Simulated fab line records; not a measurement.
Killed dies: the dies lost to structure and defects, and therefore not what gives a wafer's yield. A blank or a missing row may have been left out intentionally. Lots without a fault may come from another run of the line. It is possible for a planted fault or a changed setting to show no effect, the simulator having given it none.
A struck lot beside a sound one / flow n5 finfet / 36 out of 1938 route steps
Sound: the wafers L979.2, L979.4, L979.6. Struck: wafer L967.3 (L967.1, L967.2, from the same lot, were not struck and are left out); the cause is given at the end.
Order at every step that has rows: each side's tool, ch and its chambers, its first start. Under that, the readings that differ: sound wafers / struck wafers / difference of the means / sigmas: that difference in standard deviations of wafers without a fault.
alike: a reading whose means differ by less than 2 such deviations, as well as words and numbers matching on both sides. not compared: withheld readings; readings where some wafer has no value; bounds like >300 that might hide an equal value; numbers whose values overlap and for which the record gives no deviation.
The two part at a step that has a row with sigmas, a row that says differs or no value, or rows on one side only. Numbers that don't overlap but have no deviation are shown without sigmas and don't part them. A reading that every wafer of one side lacks parts them only if that side has two wafers or more.

first, 8 steps without rows for these wafers: N5_BEOL_M8_SPUTTER_48 (material Cu, target thk 10 nm, time 1.667 s); N5_BEOL_M8_ECD_50 (material Cu, target thk 300 nm); N5_BEOL_M8_ANNEAL_51 (time 90 s); N5_BEOL_M8_CMP_52 (polishes, stops on SiCOH lowk, t overpolish 6.9 s, target thk 80 nm); N5_BEOL_M8_PRE_CLEAN_55 (time 15 s); N5_BEOL_M8_DEP_56 (deposits SiCN from 3MS/NH3, target thk 10 nm, time 17.5 s); N5_BEOL_M9_ILD_DEP_00 (deposits SiCOH lowk from DEMS/porogen, target thk 308.51 nm, time 58 s); N5_BEOL_M9_CURE_71 (cures SiCOH lowk, time 240 s).
N5_BEOL_M9_PECVD_70: deposits SiO2 from TEOS/O2, target thk 20 nm, time 22.7 s.
  sound on pecvd-02 ch 0,2, day 15 12:05; struck on pecvd-02 ch 2, day 12 07:25
reading=susceptor temp C (C); sound=399.86 399.96 399.58; struck=393.67; difference=-6.13; sigmas=-28
reading=model.SiO2_of_BEOL_M9_PECVD_70.thk nm (nm); sound=20.2 20.2 20.8; struck=21; difference=+1; sigmas=
  alike: heater power w, showerhead plenum p Torr, throttle valve pct
then, 25 steps without rows for these wafers: N5_BEOL_M9_HM_DEP_02 (deposits TiN, target thk 20 nm); N5_BEOL_M9_COAT_59 (time 60 s, resist thk 100 nm); N5_BEOL_M9_COAT_60 (time 60 s, resist thk 30 nm); N5_BEOL_M9_COAT_05 (resist thk 90 nm); N5_BEOL_M9_EBR_07; N5_BEOL_M9_SOFTBAKE_06 (time 60 s); N5_BEOL_M9_EXPOSE_08 (exposes mask M9); N5_BEOL_M9_PEB_09 (peb time 60 s); N5_BEOL_M9_DEVELOP_10 (develop time 30 s); N5_BEOL_M9_DESCUM_16 (chemistry O2, time 7.9 s); N5_BEOL_M9_ETCH_61 (etches SiARC in CF4, target depth 39 nm, time 65 s); N5_BEOL_M9_ETCH_62 (etches SOC in N2/H2, target depth 110 nm, overetch 22 nm, time 165 s); N5_BEOL_M9_STRIP_68 (strips in N2/H2); N5_BEOL_M9_STRIP_67 (strips in CF4); N5_BEOL_M9_HM_OPEN_17 (chemistry Cl2/BCl3, target TiN, target depth 20 nm, overetch 6 nm); N5_BEOL_M9_STRIP_19 (strips in O2); N5_BEOL_M9_COAT_63 (time 60 s, resist thk 60 nm); N5_BEOL_M9_COAT_64 (time 60 s, resist thk 12 nm); N5_BEOL_M9_COAT_75 (time 60 s, resist thk 5 nm); N5_BEOL_M9_COAT_22 (resist thk 30 nm); N5_BEOL_M9_EBR_24; N5_BEOL_M9_SOFTBAKE_23 (time 60 s); N5_BEOL_M9_EXPOSE_25 (exposes mask V8); N5_BEOL_M9_PEB_26 (peb time 60 s); N5_BEOL_M9_DEVELOP_27 (develop time 30 s).
N5_BEOL_M9_HM_STRIP_39: strips TiN in peroxide tin strip, target depth 25 nm, time 158 s.
  sound on wet bench-01 ch 1,2,3, day 15 15:10; struck on wet bench-01 ch 7, day 12 12:18
reading=model.SiO2_of_BEOL_M9_PECVD_70.thk nm (nm); sound=20 20.2 20.6; struck=20.8; difference=+0.5; sigmas=
next, for these wafers, 1 step has no rows: N5_PASSIVATION_PROBE_49.

## WHERE THEY PART
Only at N5_BEOL_M9_PECVD_70, as far as this record shows.

WHY: whatever the simulator had introduced
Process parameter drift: pecvd-02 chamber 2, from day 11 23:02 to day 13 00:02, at N5_BEOL_M9_PECVD_70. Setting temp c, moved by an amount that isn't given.
